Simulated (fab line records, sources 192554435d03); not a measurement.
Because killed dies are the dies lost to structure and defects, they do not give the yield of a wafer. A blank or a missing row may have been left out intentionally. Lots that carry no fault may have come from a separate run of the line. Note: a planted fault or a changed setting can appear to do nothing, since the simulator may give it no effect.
Split-lot trial || flow n5_finfet || route with 1938 steps; 7 lots, 21 wafers read

== SPLIT DETAILS ==
At N5_BEOL_M8_COAT_22 (resist thk 30 nm), the setting spin_rpm was moved away from the recipe's 1500 rpm on 9 of the 21 wafers read, by -9.1% to +11.1%. The other wafers ran this setting at the recipe's value.

The split's own step is where the reading is taken.

== THE READING ==
CAR-EUV_of_BEOL_M8_COAT_22.thk_nm (the simulator's own value, which no gauge read), in nm, at N5_BEOL_M8_COAT_22 (resist thk 30 nm). There is no usual value for it anywhere in the file. Here, 12 wafers ran the recipe; their average is 30.1 nm with a standard deviation of 0.099 nm.

{"wafer": "L079.3", "tool, chamber at the split": "litho_track-04, 0", "spin_rpm as run, rpm": 1500, "against the recipe": "recipe", "CAR-EUV_of_BEOL_M8_COAT_22.thk_nm, nm": 30, "against lot-mates on the recipe": "-"}
{"wafer": "L079.4", "tool, chamber at the split": "litho_track-04, 0", "spin_rpm as run, rpm": 1597, "against the recipe": "+6.5%", "CAR-EUV_of_BEOL_M8_COAT_22.thk_nm, nm": 29, "against lot-mates on the recipe": -1.0}
{"wafer": "L079.6", "tool, chamber at the split": "litho_track-04, 0", "spin_rpm as run, rpm": 1597, "against the recipe": "+6.5%", "CAR-EUV_of_BEOL_M8_COAT_22.thk_nm, nm": 29.2, "against lot-mates on the recipe": -0.8}
{"wafer": "L085.1", "tool, chamber at the split": "litho_track-02, 0", "spin_rpm as run, rpm": 1500, "against the recipe": "recipe", "CAR-EUV_of_BEOL_M8_COAT_22.thk_nm, nm": 30.2, "against lot-mates on the recipe": "-"}
{"wafer": "L085.4", "tool, chamber at the split": "litho_track-02, 0", "spin_rpm as run, rpm": 1500, "against the recipe": "recipe", "CAR-EUV_of_BEOL_M8_COAT_22.thk_nm, nm": 30.2, "against lot-mates on the recipe": "-"}
{"wafer": "L085.5", "tool, chamber at the split": "litho_track-02, 0", "spin_rpm as run, rpm": 1500, "against the recipe": "recipe", "CAR-EUV_of_BEOL_M8_COAT_22.thk_nm, nm": 30.2, "against lot-mates on the recipe": "-"}
{"wafer": "L089.3", "tool, chamber at the split": "litho_track-01, 0", "spin_rpm as run, rpm": 1500, "against the recipe": "recipe", "CAR-EUV_of_BEOL_M8_COAT_22.thk_nm, nm": 30, "against lot-mates on the recipe": "-"}
{"wafer": "L089.5", "tool, chamber at the split": "litho_track-01, 0", "spin_rpm as run, rpm": 1363, "against the recipe": "-9.1%", "CAR-EUV_of_BEOL_M8_COAT_22.thk_nm, nm": 31.4, "against lot-mates on the recipe": "+1.4"}
{"wafer": "L089.6", "tool, chamber at the split": "litho_track-01, 0", "spin_rpm as run, rpm": 1363, "against the recipe": "-9.1%", "CAR-EUV_of_BEOL_M8_COAT_22.thk_nm, nm": 31.4, "against lot-mates on the recipe": "+1.4"}
{"wafer": "L087.2", "tool, chamber at the split": "litho_track-01, 0", "spin_rpm as run, rpm": 1500, "against the recipe": "recipe", "CAR-EUV_of_BEOL_M8_COAT_22.thk_nm, nm": 30.2, "against lot-mates on the recipe": "-"}
{"wafer": "L087.5", "tool, chamber at the split": "litho_track-01, 0", "spin_rpm as run, rpm": 1500, "against the recipe": "recipe", "CAR-EUV_of_BEOL_M8_COAT_22.thk_nm, nm": 30.2, "against lot-mates on the recipe": "-"}
{"wafer": "L087.3", "tool, chamber at the split": "litho_track-01, 0", "spin_rpm as run, rpm": 1500, "against the recipe": "recipe", "CAR-EUV_of_BEOL_M8_COAT_22.thk_nm, nm": 30, "against lot-mates on the recipe": "-"}
{"wafer": "L090.2", "tool, chamber at the split": "litho_track-02, 0", "spin_rpm as run, rpm": 1403, "against the recipe": "-6.5%", "CAR-EUV_of_BEOL_M8_COAT_22.thk_nm, nm": 31, "against lot-mates on the recipe": "+1.0"}
{"wafer": "L090.6", "tool, chamber at the split": "litho_track-02, 0", "spin_rpm as run, rpm": 1403, "against the recipe": "-6.5%", "CAR-EUV_of_BEOL_M8_COAT_22.thk_nm, nm": 31, "against lot-mates on the recipe": "+1.0"}
{"wafer": "L090.5", "tool, chamber at the split": "litho_track-02, 0", "spin_rpm as run, rpm": 1500, "against the recipe": "recipe", "CAR-EUV_of_BEOL_M8_COAT_22.thk_nm, nm": 30, "against lot-mates on the recipe": "-"}
{"wafer": "L094.1", "tool, chamber at the split": "litho_track-01, 0", "spin_rpm as run, rpm": 1371, "against the recipe": "-8.6%", "CAR-EUV_of_BEOL_M8_COAT_22.thk_nm, nm": 31.4, "against lot-mates on the recipe": "+1.4"}
{"wafer": "L094.4", "tool, chamber at the split": "litho_track-01, 0", "spin_rpm as run, rpm": 1500, "against the recipe": "recipe", "CAR-EUV_of_BEOL_M8_COAT_22.thk_nm, nm": 30, "against lot-mates on the recipe": "-"}
{"wafer": "L094.6", "tool, chamber at the split": "litho_track-01, 0", "spin_rpm as run, rpm": 1500, "against the recipe": "recipe", "CAR-EUV_of_BEOL_M8_COAT_22.thk_nm, nm": 30, "against lot-mates on the recipe": "-"}
{"wafer": "L097.2", "tool, chamber at the split": "litho_track-04, 0", "spin_rpm as run, rpm": 1500, "against the recipe": "recipe", "CAR-EUV_of_BEOL_M8_COAT_22.thk_nm, nm": 30, "against lot-mates on the recipe": "-"}
{"wafer": "L097.3", "tool, chamber at the split": "litho_track-04, 0", "spin_rpm as run, rpm": 1667, "against the recipe": "+11.1%", "CAR-EUV_of_BEOL_M8_COAT_22.thk_nm, nm": 28.6, "against lot-mates on the recipe": -1.4}
{"wafer": "L097.6", "tool, chamber at the split": "litho_track-04, 0", "spin_rpm as run, rpm": 1667, "against the recipe": "+11.1%", "CAR-EUV_of_BEOL_M8_COAT_22.thk_nm, nm": 28.6, "against lot-mates on the recipe": -1.4}

THE FIT
A straight line over all 21 wafers: CAR-EUV_of_BEOL_M8_COAT_22.thk_nm changes by -0.142 nm for each +1% of spin_rpm; r = -0.99; the points scatter about the line by 0.095 nm.
The same after taking each lot's own level away (the mean of its wafers on the recipe; 21 wafers): -0.142 nm for each +1%; r = -0.99; scatter 0.085 nm.
The reading moves by 1.6 nm for the largest change in spin_rpm, on that fit.
Across the lots, their own levels run from 30.00 to 30.20 nm, a range of 2.0 times the standard deviation given above.
Hence the lot-to-lot level has little effect on the slope; both slopes agree.
Check: for one of the wafers moved furthest among these (+11.1%), held out of the fit, the line's prediction against its lot-mates is -1.58 nm. Against them it came out at -1.4 nm.

== THESE WAFERS: OTHER SPLITS ==
Other splits were also applied to these wafers ahead of the reading. Each is held against what the fit with the lots' levels taken away leaves over:
{"other split on the same wafers": "N5_BEOL_M6_EXPOSE_08 dose_mj", "wafers away from the commonest value": 7, "r with CAR-EUV_of_BEOL_M8_COAT_22.thk_nm (lot level and that fit taken away)": -0.22}
{"other split on the same wafers": "N5_BEOL_M7_ILD_DEP_00 time_s", "wafers away from the commonest value": 7, "r with CAR-EUV_of_BEOL_M8_COAT_22.thk_nm (lot level and that fit taken away)": "+0.33"}
{"other split on the same wafers": "N5_BEOL_M7_HM_DEP_02 target_thk_a", "wafers away from the commonest value": 8, "r with CAR-EUV_of_BEOL_M8_COAT_22.thk_nm (lot level and that fit taken away)": -0.16}

== FILE'S OWN FIT ==
CAR-EUV_of_BEOL_M8_COAT_22.thk_nm changes by -0.144 nm for each +1% of spin_rpm, r = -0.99.
